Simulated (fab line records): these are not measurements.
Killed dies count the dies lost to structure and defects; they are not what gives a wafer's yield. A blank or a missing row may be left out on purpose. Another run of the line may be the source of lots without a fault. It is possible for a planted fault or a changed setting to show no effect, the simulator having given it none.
Matching of chambers / flow n5 finfet / rie diel-03 running N5_MOL_CONTACT_COAG_ETCH_66: 4 sister chambers
The step etches SiARC in CF4, target depth 13 nm, time 21.7 s. 8 wafers are shown with their chamber, then 10 later ones without.

EACH WAFER AND ITS CHAMBER
wafer=L080.6; chamber=0; etch rf on time s (s)=22.3; throttle valve pct (%)=16.00
wafer=L083.1; chamber=1; etch rf on time s (s)=21.3; throttle valve pct (%)=15.91
wafer=L086.1; chamber=3; etch rf on time s (s)=23.4; throttle valve pct (%)=15.52
wafer=L088.3; chamber=0; etch rf on time s (s)=22.6; throttle valve pct (%)=16.02
wafer=L088.4; chamber=2; etch rf on time s (s)=20.6; throttle valve pct (%)=15.32
wafer=L088.5; chamber=3; etch rf on time s (s)=23.2; throttle valve pct (%)=15.53
wafer=L089.2; chamber=2; etch rf on time s (s)=20.9; throttle valve pct (%)=15.30
wafer=L089.3; chamber=1; etch rf on time s (s)=20.5; throttle valve pct (%)=15.44

WAFERS MISSING THEIR CHAMBER
wafer=L089.5; etch rf on time s (s)=23.2; throttle valve pct (%)=15.52
wafer=L094.3; etch rf on time s (s)=23.0; throttle valve pct (%)=15.54
wafer=L094.4; etch rf on time s (s)=22.3; throttle valve pct (%)=16.04
wafer=L094.5; etch rf on time s (s)=20.8; throttle valve pct (%)=15.32
wafer=L096.2; etch rf on time s (s)=20.7; throttle valve pct (%)=15.32
wafer=L096.3; etch rf on time s (s)=20.6; throttle valve pct (%)=15.47
wafer=L096.4; etch rf on time s (s)=22.6; throttle valve pct (%)=16.04
wafer=L097.1; etch rf on time s (s)=22.3; throttle valve pct (%)=16.07
wafer=L097.3; etch rf on time s (s)=20.6; throttle valve pct (%)=15.34
wafer=L097.6; etch rf on time s (s)=22.3; throttle valve pct (%)=16.06

THE CHAMBER EACH PASSED THROUGH
wafer=L089.5; from the rows above=3; in truth=3
wafer=L094.3; from the rows above=3; in truth=3
wafer=L094.4; from the rows above=0; in truth=0
wafer=L094.5; from the rows above=can't be placed: 2 or 1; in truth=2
wafer=L096.2; from the rows above=2; in truth=2
wafer=L096.3; from the rows above=can't be placed: 2 or 1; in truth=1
wafer=L096.4; from the rows above=0; in truth=0
wafer=L097.1; from the rows above=0; in truth=0
wafer=L097.3; from the rows above=can't be placed: 2 or 1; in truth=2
wafer=L097.6; from the rows above=0; in truth=0
Correct placement for 7 of the 10. Cannot be placed on the basis of these rows: 3; the candidates contain the true chamber in 3. Placed wrongly: 0.
How it was worked out, from the rows above alone: a wafer's distance from a chamber is the root of the sum, over the readings, of the square of ((its reading less the chamber's mean) divided by the reading's scatter). The wafer belongs to the nearest chamber; if the next one is less than 2 further off, it can't be placed. Each chamber's mean is taken over the wafers shown for it. The scatter is the square root of a quotient: the sum, over the shown wafers, of each reading's squared deviation from its chamber's mean, divided by wafers minus chambers.
